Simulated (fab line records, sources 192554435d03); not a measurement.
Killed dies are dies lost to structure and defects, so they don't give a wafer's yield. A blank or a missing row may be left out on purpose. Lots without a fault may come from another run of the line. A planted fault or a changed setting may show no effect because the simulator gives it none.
fab line records | flow n5_finfet
record lots=24 wafers=72 last_day=19
route steps=1938 shown BEOL_M2@900 BEOL_M3@946
lots that met no fault: from a run of the same line without faults
start_h: hours from the record's first day to the start of the lot's first wafer shown | wait_h: hours since the lot's step before | " the same as in the row above | L1.1+2: a row that stands for several wafers | - no value, or no start given | * or withheld: withheld | < > ~ a bound
route shown NAME@n: a module of which the file shows steps, and the number in the route of the first | usual: mean/standard deviation of fault-free wafers | same: alike in all rows | chamber/n: place in a boat | sites: the reading at each site | _std_site: their standard deviation | _edge_site: outer sites' mean less inner sites' | radius_mm: how far each site lies from the wafer's centre | mask NAME#n: copy n | behind: the tool/chamber that last shaped the wafer | hold: why the lot was held/for how many hours/how that ended | device: the transistor (n, p or np) that didn't switch | end of line: the same wafers' tests at the end of the route | a step without rows: its recipe alone | killed: dies lost to structure and defects at the first sort, not the wafer's yield | map: a wafer's dies, x killed, . not, _ none there
set.NAME: the setting as run; set.NAME@STEP: as run at that earlier step | model.NAME: the simulator's own value behind a step, which no gauge read
steps of the route over a sample of lots; a table a step, a row a wafer
services: from which hour (start_h, from the record's first day; less than 0 if before it) a tool's chamber was out of use, for how many hours, and why
## steps
# step N5_BEOL_M2_PRE_CLEAN_45
# recipe gas=H2/He time_s=30 temp_c=250
# usual heater_power_w=331/25 susceptor_temp_C=250.01/0.15
# columns lot.wafer tool chamber start_h wait_h heater_power_w susceptor_temp_C
L074.1 pvd_sputter-01 - 137.38 0.0 321 250.15
L074.2 " - " " 315 250.15
L074.3 " - " " 313 249.85
L075.1 pvd_sputter-01 - 150.67 0.0 305 250.40
L075.2 " - " " 328 250.06
L075.5 " - " " 317 249.65
L076.1 pvd_sputter-01 - 150.75 0.0 319 249.69
L076.2 " - " " 320 250.06
L076.5 " - " " 322 250.07
L077.1 pvd_sputter-03 - 150.78 0.0 352 249.92
L077.2 " - " " 371 250.03
L077.5 " - " " 340 249.87
L078.1 pvd_sputter-03 - 161.68 0.0 354 250.02
L078.3 " - " " 324 250.02
L078.6 " - " " 384 249.95
L079.2 pvd_sputter-01 - 163.48 0.0 315 250.11
L079.3 " - " " 322 250.20
L079.6 " - " " 328 250.02
L080.1 pvd_sputter-02 - 179.63 0.0 304 249.78
L080.2 " - " " 313 250.30
L080.6 " - " " 316 250.09
L081.2 pvd_sputter-03 - 185.91 0.0 394 249.79
L081.5 " - " " 397 249.87
L081.6 " - " " 383 250.04
L082.1 pvd_sputter-02 - 190.89 0.0 304 250.14
L082.2 " - " " 316 249.85
L082.5 " - " " 361 249.93
L083.1 pvd_sputter-02 - 190.97 0.0 312 249.96
L083.4 " - " " 364 249.76
L083.6 " - " " 322 249.79
L084.4 pvd_sputter-01 - 194.79 0.0 314 250.05
L084.5 " - " " 324 249.97
L084.6 " - " " 317 250.21
L085.2 pvd_sputter-03 - 197.72 0.0 387 249.96
L085.4 " - " " 351 250.15
L085.5 " - " " 371 249.97
L086.1 pvd_sputter-01 - 221.71 0.0 325 249.87
L086.2 " - " " 323 250.21
L086.6 " - " " 304 250.16
L089.1 pvd_sputter-03 - 232.28 0.0 393 250.30
L089.5 " - " " 356 249.80
L089.6 " - " " 311 250.12
L087.4 pvd_sputter-03 - 232.40 0.0 344 249.95
L087.5 " - " " 349 250.00
L087.6 " - " " 310 249.85
L088.1 pvd_sputter-01 - 232.79 0.0 305 250.04
L088.3 " - " " 325 249.84
L088.5 " - " " 322 250.06
L090.1 pvd_sputter-02 - 237.13 0.0 312 250.13
L090.2 " - " " 362 250.31
L090.5 " - " " 360 249.92
L091.2 pvd_sputter-02 - 237.21 0.0 321 250.06
L091.3 " - " " 317 249.98
L091.4 " - " " 365 249.80
L092.1 pvd_sputter-01 - 243.73 0.0 339 250.13
L092.2 " - " " 326 250.00
L092.6 " - " " 326 250.10
L093.3 pvd_sputter-01 - 260.57 0.0 320 250.02
L093.5 " - " " 318 249.93
L093.6 " - " " 319 249.72
L094.1 pvd_sputter-01 - 279.70 0.0 338 250.02
L094.4 " - " " 315 249.75
L094.5 " - " " 323 250.08
L096.2 pvd_sputter-01 - 282.00 0.0 320 250.05
L096.5 " - " " 314 250.19
L096.6 " - " " 317 250.13
L097.1 pvd_sputter-01 - 299.26 0.0 336 250.05
L097.3 " - " " 314 250.10
L097.6 " - " " 334 249.86
L095.2 pvd_sputter-02 - 310.78 0.0 312 249.63
L095.3 " - " " 358 249.72
L095.6 " - " " 327 249.92
# step N5_BEOL_M2_ANNEAL_87
# recipe temp_c=400 time_s=240 ambient=vacuum
# usual heater_power_w=834/71 susceptor_temp_C=399.96/0.23
# columns lot.wafer tool chamber start_h wait_h heater_power_w susceptor_temp_C
L074.1 pvd_sputter-02 - 138.78 0.0 896 400.11
L074.2 " - " " 794 400.19
L074.3 " - " " 774 400.05
L075.1 pvd_sputter-03 - 151.98 0.0 966 400.32
L075.2 " - " " 766 399.76
L075.5 " - " " 880 399.72
L076.1 pvd_sputter-01 - 152.11 0.0 806 399.79
L076.2 " - " " 800 399.77
L076.5 " - " " 810 400.36
L077.1 pvd_sputter-02 - 153.76 0.0 919 399.92
L077.2 " - " " 784 400.41
L077.5 " - " " 789 400.47
L078.1 pvd_sputter-03 - 163.01 0.0 770 400.01
L078.3 " - " " 1006 399.71
L078.6 " - " " 938 399.88
L079.2 pvd_sputter-02 - 164.74 0.0 762 400.06
L079.3 " - " " 801 399.84
L079.6 " - " " 772 399.70
L080.1 pvd_sputter-01 - 180.92 0.0 819 399.79
L080.2 " - " " 781 400.07
L080.6 " - " " 784 400.15
L081.2 pvd_sputter-02 - 187.43 0.0 767 400.02
L081.5 " - " " 909 399.50
L081.6 " - " " 789 399.89
L082.1 pvd_sputter-02 - 192.37 0.0 784 400.31
L082.2 " - " " 779 399.43
L082.5 " - " " 787 399.65
L083.1 pvd_sputter-03 - 194.15 0.0 1003 399.88
L083.4 " - " " 850 399.79
L083.6 " - " " 1003 400.14
L084.4 pvd_sputter-03 - 196.09 0.0 998 400.21
L084.5 " - " " 960 400.05
L084.6 " - " " 777 399.87
L085.2 pvd_sputter-02 - 199.04 0.0 899 400.09
L085.4 " - " " 798 399.95
L085.5 " - " " 900 399.90
L086.1 pvd_sputter-01 - 223.07 0.0 797 399.92
L086.2 " - " " 822 400.18
L086.6 " - " " 821 400.08
L089.1 pvd_sputter-01 - 233.71 0.0 799 400.33
L089.5 " - " " 820 400.18
L089.6 " - " " 816 399.82
L087.4 pvd_sputter-03 - 233.92 0.0 865 399.96
L087.5 " - " " 853 400.15
L087.6 " - " " 768 399.86
L088.1 pvd_sputter-02 - 235.49 0.0 785 399.68
L088.3 " - " " 787 399.39
L088.5 " - " " 922 399.69
L090.1 pvd_sputter-02 - 238.63 0.0 771 400.43
L090.2 " - " " 776 400.20
L090.5 " - " " 774 399.63
L091.2 pvd_sputter-01 - 238.83 0.0 781 400.12
L091.3 " - " " 801 399.97
L091.4 " - " " 784 399.76
L092.1 pvd_sputter-02 - 244.99 0.0 758 399.94
L092.2 " - " " 769 399.80
L092.6 " - " " 764 399.98
L093.3 pvd_sputter-03 - 261.94 0.0 1018 400.00
L093.5 " - " " 781 399.90
L093.6 " - " " 951 399.73
L094.1 pvd_sputter-03 - 281.04 0.0 990 399.91
L094.4 " - " " 880 399.89
L094.5 " - " " 841 399.76
L096.2 pvd_sputter-03 - 283.25 0.0 761 399.84
L096.5 " - " " 859 399.97
L096.6 " - " " 756 400.12
L097.1 pvd_sputter-02 - 300.66 0.0 783 400.24
L097.3 " - " " 800 400.34
L097.6 " - " " 794 399.97
L095.2 pvd_sputter-02 - 312.42 0.0 800 399.96
L095.3 " - " " 796 399.71
L095.6 " - " " 892 400.28
# step N5_BEOL_M2_SPUTTER_88
# recipe material=Cu target_thk_a=45 temp_c=-20 chamber_pressure_pa=0.07 power_w=withheld time_s=8.29
# usual susceptor_temp_C=-20.00/0.12 throttle_valve_pct=30.2/1.2
# columns lot.wafer tool chamber start_h wait_h susceptor_temp_C throttle_valve_pct
L074.1 pvd_sputter-02 - 138.92 0.1 -19.98 30.0
L074.2 " - " " -20.06 30.5
L074.3 " - " " -20.07 31.7
L075.1 pvd_sputter-03 - 152.12 0.1 -19.91 29.5
L075.2 " - " " -20.01 28.8
L075.5 " - " " -19.91 30.4
L076.1 pvd_sputter-01 - 152.25 0.1 -20.14 32.4
L076.2 " - " " -19.86 31.2
L076.5 " - " " -20.05 31.0
L077.1 pvd_sputter-02 - 153.90 0.1 -20.02 29.6
L077.2 " - " " -19.93 31.8
L077.5 " - " " -19.93 31.9
L078.1 pvd_sputter-03 - 163.15 0.1 -19.85 28.8
L078.3 " - " " -20.00 27.4
L078.6 " - " " -20.38 29.3
L079.2 pvd_sputter-02 - 164.88 0.1 -20.05 29.9
L079.3 " - " " -19.86 30.5
L079.6 " - " " -19.90 31.7
L080.1 pvd_sputter-01 - 181.06 0.1 -20.12 30.8
L080.2 " - " " -19.99 31.2
L080.6 " - " " -19.69 32.5
L081.2 pvd_sputter-02 - 187.57 0.1 -20.01 29.9
L081.5 " - " " -20.09 29.8
L081.6 " - " " -19.86 30.4
L082.1 pvd_sputter-02 - 192.51 0.1 -19.99 31.5
L082.2 " - " " -20.09 30.1
L082.5 " - " " -20.29 29.9
L083.1 pvd_sputter-03 - 194.29 0.1 -20.17 27.7
L083.4 " - " " -20.16 30.4
L083.6 " - " " -19.93 27.4
L084.4 pvd_sputter-03 - 196.23 0.1 -19.82 27.3
L084.5 " - " " -19.93 29.6
L084.6 " - " " -19.94 28.7
L085.2 pvd_sputter-02 - 199.18 0.1 -19.95 30.0
L085.4 " - " " -20.03 30.0
L085.5 " - " " -19.95 30.0
L086.1 pvd_sputter-01 - 223.21 0.1 -19.77 31.1
L086.2 " - " " -20.09 31.1
L086.6 " - " " -19.88 31.1
L089.1 pvd_sputter-01 - 233.85 0.1 -19.99 32.7
L089.5 " - " " -20.26 31.1
L089.6 " - " " -20.16 31.5
L087.4 pvd_sputter-03 - 234.06 0.1 -19.99 30.3
L087.5 " - " " -20.09 30.3
L087.6 " - " " -19.84 28.8
L088.1 pvd_sputter-02 - 235.63 0.1 -19.99 30.0
L088.3 " - " " -20.15 31.7
L088.5 " - " " -20.19 30.2
L090.1 pvd_sputter-02 - 238.77 0.1 -20.03 29.9
L090.2 " - " " -19.85 32.2
L090.5 " - " " -20.06 29.9
L091.2 pvd_sputter-01 - 238.98 0.1 -19.83 30.9
L091.3 " - " " -20.00 32.6
L091.4 " - " " -19.97 30.8
L092.1 pvd_sputter-02 - 245.13 0.1 -20.10 29.9
L092.2 " - " " -20.01 31.9
L092.6 " - " " -20.03 29.8
L093.3 pvd_sputter-03 - 262.08 0.1 -19.89 27.3
L093.5 " - " " -19.74 28.8
L093.6 " - " " -20.04 29.5
L094.1 pvd_sputter-03 - 281.18 0.1 -20.03 27.5
L094.4 " - " " -19.98 30.3
L094.5 " - " " -20.07 30.2
L096.2 pvd_sputter-03 - 283.39 0.1 -19.96 28.9
L096.5 " - " " -20.09 30.3
L096.6 " - " " -20.00 28.5
L097.1 pvd_sputter-02 - 300.80 0.1 -20.01 31.7
L097.3 " - " " -20.02 30.5
L097.6 " - " " -20.12 30.4
L095.2 pvd_sputter-02 - 312.56 0.1 -20.02 31.3
L095.3 " - " " -20.10 30.3
L095.6 " - " " -19.91 29.9
# step N5_BEOL_M2_RS_MEAS_58
# recipe thk_meas_gauge=four-point-probe reads=Co_of_BEOL_M2_CO_CAP_55+Cu_of_BEOL_M2_ECD_50+Co_of_BEOL_M2_CVD_47+TaN_of_BEOL_M2_ALD_84
# usual M2_RS=0.67/0.034
# columns lot.wafer tool chamber start_h wait_h M2_RS[ohm/sq]
L074.1 film_metro-01 - 143.42 0.0 0.74
L074.2 " - " " 0.66
L074.3 " - " " 0.65
L075.1 film_metro-01 - 154.98 0.0 0.61
L075.2 " - " " 0.63
L075.5 " - " " 0.60
L076.1 film_metro-02 - 155.21 0.0 0.69
L076.2 " - " " 0.69
L076.5 " - " " 0.69
L077.1 film_metro-02 - 157.05 0.0 0.65
L077.2 " - " " 0.70
L077.5 " - " " 0.71
L078.1 film_metro-02 - 170.54 0.1 0.73
L078.3 " - " " 0.68
L078.6 " - " " 0.68
L079.2 film_metro-02 - 172.53 0.1 0.69
L079.3 " - " " 0.71
L079.6 " - " " 0.74
L080.1 film_metro-01 - 184.59 0.0 0.68
L080.2 " - " " 0.66
L080.6 " - " " 0.68
L081.2 film_metro-01 - 189.50 0.1 0.71
L081.5 " - " " 0.70
L081.6 " - " " 0.71
L082.1 film_metro-01 - 194.44 0.0 0.70
L082.2 " - " " 0.65
L082.5 " - " " 0.62
L083.1 film_metro-02 - 196.22 0.0 0.62
L083.4 " - " " 0.68
L083.6 " - " " 0.63
L084.4 film_metro-01 - 198.20 0.0 0.68
L084.5 " - " " 0.67
L084.6 " - " " 0.66
L085.2 film_metro-01 - 201.11 0.1 0.69
L085.4 " - " " 0.66
L085.5 " - " " 0.74
L086.1 film_metro-02 - 225.14 0.0 0.67
L086.2 " - " " 0.75
L086.6 " - " " 0.73
L089.1 film_metro-02 - 235.78 0.0 0.65
L089.5 " - " " 0.66
L089.6 " - " " 0.67
L087.4 film_metro-01 - 236.01 0.0 0.64
L087.5 " - " " 0.65
L087.6 " - " " 0.63
L088.1 film_metro-01 - 237.86 0.0 0.67
L088.3 " - " " 0.71
L088.5 " - " " 0.65
L090.1 film_metro-02 - 240.82 0.0 0.73
L090.2 " - " " 0.68
L090.5 " - " " 0.69
L091.2 film_metro-02 - 240.96 0.1 0.66
L091.3 " - " " 0.69
L091.4 " - " " 0.69
L092.1 film_metro-01 - 247.06 0.0 0.63
L092.2 " - " " 0.66
L092.6 " - " " 0.61
L093.3 film_metro-01 - 264.01 0.1 0.68
L093.5 " - " " 0.63
L093.6 " - " " 0.67
L094.1 film_metro-01 - 283.20 0.0 0.63
L094.4 " - " " 0.62
L094.5 " - " " 0.62
L096.2 film_metro-01 - 285.31 0.1 0.66
L096.5 " - " " 0.64
L096.6 " - " " 0.67
L097.1 film_metro-01 - 302.76 0.0 0.74
L097.3 " - " " 0.64
L097.6 " - " " 0.63
L095.2 film_metro-01 - 314.52 0.1 0.64
L095.3 " - " " 0.67
L095.6 " - " " 0.66
# step N5_BEOL_M3_INSPECT_13
# recipe mode=adi inspect_instrument=brightfield
# usual raw_defect_count=393/110
# columns lot.wafer tool chamber start_h wait_h raw_defect_count
L074.1 defect_inspect-02 - 144.95 0.1 386
L074.2 " - " " 349
L074.3 " - " " 383
L075.1 defect_inspect-01 - 156.31 0.1 422
L075.2 " - " " 347
L075.5 " - " " 264
L076.1 defect_inspect-01 - 156.60 0.1 361
L076.2 " - " " 520
L076.5 " - " " 371
L077.1 defect_inspect-01 - 157.75 0.1 331
L077.2 " - " " 412
L077.5 " - " " 378
L078.1 defect_inspect-02 - 171.24 0.1 527
L078.3 " - " " 416
L078.6 " - " " 668
L079.2 defect_inspect-01 - 173.37 0.0 768
L079.3 " - " " 595
L079.6 " - " " 524
L080.1 defect_inspect-01 - 185.50 0.1 321
L080.2 " - " " 441
L080.6 " - " " 424
L081.2 defect_inspect-01 - 191.12 0.0 315
L081.5 " - " " 338
L081.6 " - " " 380
L082.1 defect_inspect-02 - 195.86 0.1 380
L082.2 " - " " 290
L082.5 " - " " 294
L083.1 defect_inspect-02 - 197.80 0.1 369
L083.4 " - " " 316
L083.6 " - " " 367
L084.4 defect_inspect-01 - 200.77 0.0 363
L084.5 " - " " 361
L084.6 " - " " 381
L085.2 defect_inspect-01 - 202.17 0.0 398
L085.4 " - " " 449
L085.5 " - " " 309
L086.1 defect_inspect-01 - 226.64 0.1 395
L086.2 " - " " 342
L086.6 " - " " 295
L089.1 defect_inspect-02 - 237.35 0.1 434
L089.5 " - " " 352
L089.6 " - " " 528
L087.4 defect_inspect-02 - 237.43 0.0 440
L087.5 " - " " 498
L087.6 " - " " 603
L088.1 defect_inspect-01 - 240.06 0.1 391
L088.3 " - " " 388
L088.5 " - " " 309
L090.1 defect_inspect-01 - 243.11 0.1 298
L090.2 " - " " 336
L090.5 " - " " 369
L091.2 defect_inspect-01 - 243.15 0.0 283
L091.3 " - " " 455
L091.4 " - " " 328
L092.1 defect_inspect-01 - 249.43 0.1 425
L092.2 " - " " 431
L092.6 " - " " 284
L093.3 defect_inspect-02 - 265.60 0.0 339
L093.5 " - " " 627
L093.6 " - " " 611
L094.1 defect_inspect-02 - 285.42 0.1 350
L094.4 " - " " 410
L094.5 " - " " 460
L096.2 defect_inspect-01 - 286.27 0.0 324
L096.5 " - " " 541
L096.6 " - " " 335
L097.1 defect_inspect-01 - 303.47 0.1 329
L097.3 " - " " 352
L097.6 " - " " 254
L095.2 defect_inspect-02 - 315.88 0.0 495
L095.3 " - " " 492
L095.6 " - " " 360
# step N5_BEOL_M3_ETCH_64
# recipe chemistry=N2/H2 target=SOC target_depth_a=750 overetch_a=150 mask_material=SiARC temp_c=40 time_s=112.5 ion_energy_ev=200 pressure_mtorr=30 source_w=840 bias_w=150 n2_flow_sccm=200 h2_flow_sccm=200
# usual drypump_motor_current_A=5.5/0.48 n2_flow_sccm=200.1/0.57 oes_product_au=0.62/0.056 rf_vpp_V=524.4/1.8 showerhead_plenum_p_Torr=2.56/0.058 throttle_valve_pct=17.90/0.18
# columns lot.wafer tool chamber start_h wait_h drypump_motor_current_A n2_flow_sccm oes_product_au rf_hours_counter_h rf_vpp_V showerhead_plenum_p_Torr throttle_valve_pct
L074.1 rie_diel-02 0 145.06 0.0 5.3 199.9 0.57 194 522.4 2.53 18.19
L074.2 " 3 " " 5.0 200.1 0.61 158 527.0 2.67 17.77
L074.3 " 1 " " 5.7 199.3 0.63 131 526.3 2.56 17.86
L075.1 rie_diel-02 3 156.42 0.0 5.0 199.9 0.60 162 526.3 2.67 17.77
L075.2 " 1 " " 5.7 198.7 0.62 135 524.8 2.56 17.87
L075.5 " 1 " " 5.8 200.0 0.62 - 523.4 2.56 17.88
L076.1 rie_diel-02 2 156.71 0.0 6.4 199.8 0.78 0 524.6 2.60 17.64
L076.2 " 3 " " 5.0 200.6 0.60 162 525.0 2.67 17.77
L076.5 " 2 " " 6.4 200.1 0.78 - 524.7 2.61 17.67
L077.1 rie_diel-06 1 157.93 0.0 5.5 199.5 0.59 168 526.9 2.64 18.01
L077.2 " 2 " " 5.8 199.9 0.61 155 523.0 2.54 18.12
L077.5 " 2 " " 5.8 200.7 0.60 - 524.2 2.54 18.13
L078.1 rie_diel-02 3 171.58 0.0 4.9 200.8 0.60 166 526.3 2.66 17.78
L078.3 " 1 " " 5.8 200.0 0.63 140 523.2 2.56 17.88
L078.6 " 3 " " 5.0 199.7 0.60 - 527.0 2.66 17.78
L079.2 rie_diel-06 3 173.64 0.0 6.2 199.6 0.76 2 523.1 2.52 17.78
L079.3 " 0 " " 4.9 199.2 0.55 229 524.2 2.52 17.64
L079.6 " 1 " " 5.5 200.3 0.59 - 526.4 2.64 18.01
L080.1 rie_diel-04 3 185.62 0.0 5.3 199.6 0.66 51 524.7 2.58 17.71
L080.2 " 1 " " 6.2 200.8 0.60 166 527.4 2.65 17.80
L080.6 " 1 " " 6.2 199.8 0.59 - 527.8 2.65 17.82
L081.2 rie_diel-06 1 191.23 0.0 5.5 200.7 0.59 176 525.9 2.63 18.01
L081.5 " 2 " " 5.8 200.8 0.60 - 524.4 2.53 18.14
L081.6 " 1 " " 5.5 200.5 0.59 - 526.4 2.63 18.01
L082.1 rie_diel-02 0 195.97 0.0 5.3 200.1 0.56 209 522.9 2.52 18.24
L082.2 " 1 " " 5.8 199.7 0.62 145 525.5 2.55 17.88
L082.5 " 1 " " 5.7 199.7 0.61 - 524.0 2.55 17.88
L083.1 rie_diel-06 1 197.91 0.0 5.5 201.3 0.58 178 526.4 2.63 18.01
L083.4 " 3 " " 6.3 200.2 0.73 8 521.6 2.51 17.78
L083.6 " 2 " " 5.8 200.3 0.59 - 524.5 2.53 18.14
L084.4 rie_diel-02 0 201.09 0.0 5.3 200.6 0.56 211 521.9 2.52 18.23
L084.5 " 1 " " 5.7 200.1 0.62 - 524.2 2.55 17.90
L084.6 " 0 " " 5.3 200.5 0.56 - 523.3 2.52 18.24
L085.2 rie_diel-06 0 202.28 0.0 4.9 200.8 0.54 236 522.2 2.52 17.66
L085.4 " 1 " " 5.5 200.6 0.60 180 526.3 2.63 18.01
L085.5 " 1 " " 5.5 199.9 0.58 - 526.6 2.63 18.02
L086.1 rie_diel-02 0 226.76 0.0 5.3 201.0 0.56 218 522.9 2.52 18.25
L086.2 " 1 " " 5.8 199.7 0.61 155 522.8 2.55 17.91
L086.6 " 0 " " 5.3 200.3 0.55 - 521.9 2.52 18.26
L089.1 rie_diel-02 3 237.46 0.0 4.9 200.9 0.59 185 526.8 2.66 17.81
L089.5 " 0 " " 5.3 199.7 0.55 - 522.3 2.52 18.25
L089.6 " 1 " " 5.7 200.8 0.61 - 524.3 2.55 17.92
L087.4 rie_diel-06 2 237.59 0.1 5.8 200.5 0.59 - 523.7 2.53 18.17
L087.5 " 0 " " 4.9 199.6 0.54 - 523.3 2.51 17.68
L087.6 " 1 " " 5.5 201.4 0.57 - 527.3 2.63 18.05
L088.1 rie_diel-06 3 240.18 0.0 6.2 200.7 0.71 20 523.7 2.51 17.80
L088.3 " 2 " " 5.8 199.5 0.59 179 523.1 2.53 18.17
L088.5 " 3 " " 6.3 199.6 0.70 - 522.9 2.51 17.80
L090.1 rie_diel-04 3 243.22 0.0 5.3 199.7 0.64 71 524.6 2.57 17.73
L090.2 " 2 " " 5.0 200.0 0.65 92 521.0 2.45 17.87
L090.5 " 3 " " 5.3 200.8 0.64 - 524.2 2.58 17.74
L091.2 rie_diel-04 2 243.45 0.0 5.0 199.8 0.66 92 520.9 2.45 17.89
L091.3 " 1 " " 6.1 199.9 0.59 187 525.2 2.64 17.85
L091.4 " 0 " " 5.1 200.9 0.60 112 524.4 2.55 17.73
L092.1 rie_diel-04 1 249.72 0.0 6.1 199.9 0.58 189 526.5 2.64 17.86
L092.2 " 2 " " 4.9 200.0 0.66 94 521.6 2.45 17.88
L092.6 " 0 " " 5.1 199.8 0.61 - 524.5 2.55 17.73
L093.3 rie_diel-02 1 265.71 0.0 5.8 199.6 0.60 167 523.7 2.55 17.93
L093.5 " 1 " " 5.8 200.2 0.60 - 522.7 2.54 17.93
L093.6 " 0 " " 5.3 200.9 0.55 - 523.7 2.51 18.26
L094.1 rie_diel-02 2 285.53 0.0 6.4 200.4 0.70 39 525.8 2.59 17.73
L094.4 " 3 " " 5.0 200.0 0.58 199 526.3 2.65 17.85
L094.5 " 3 " " 5.0 199.8 0.58 - 526.3 2.65 17.85
L096.2 rie_diel-04 0 286.38 0.0 5.1 200.7 0.60 124 524.8 2.55 17.73
L096.5 " 3 " " 5.3 201.0 0.64 - 524.5 2.57 17.78
L096.6 " 2 " " 4.9 200.3 0.65 - 520.8 2.44 17.90
L097.1 rie_diel-04 2 303.59 0.0 5.0 200.1 0.64 111 522.9 2.44 17.91
L097.3 " 0 " " 5.2 200.5 0.60 129 524.0 2.54 17.77
L097.6 " 1 " " 6.1 200.9 0.58 - 526.4 2.63 17.88
L095.2 rie_diel-02 2 315.99 0.0 6.3 199.3 0.68 47 524.0 2.58 17.76
L095.3 " 3 " " 5.0 201.0 0.58 208 526.0 2.65 17.86
L095.6 " 3 " " 5.0 201.0 0.57 - 527.3 2.65 17.86
## services
# columns tool chamber start_h hours kind
rie_diel-02 2 131.19 - clean
rie_diel-02 2 131.19 - consumable_replace:focus_ring
rie_diel-02 2 131.19 24.2 scheduled_down
rie_diel-02 2 131.19 24.2 vent_cycle
rie_diel-04 3 133.61 22.5 repair
pvd_sputter-03 - 133.80 2.7 repair
rie_diel-06 2 136.40 2.6 repair
rie_diel-06 3 139.23 - clean
rie_diel-06 3 139.23 - consumable_replace:focus_ring
rie_diel-06 3 139.23 27.9 scheduled_down
rie_diel-06 3 139.23 27.9 vent_cycle
rie_diel-06 - 177.84 0.6 repair
rie_diel-04 0 185.19 4.0 repair
rie_diel-06 3 235.37 2.3 repair
rie_diel-06 0 244.91 - clean
rie_diel-06 0 244.91 - consumable_replace:focus_ring
rie_diel-06 0 244.91 17.9 scheduled_down
rie_diel-06 0 244.91 17.9 vent_cycle
pvd_sputter-02 - 269.38 29.2 repair
rie_diel-06 1 295.74 3.9 repair
rie_diel-06 1 303.97 8.4 repair
## key
fault none
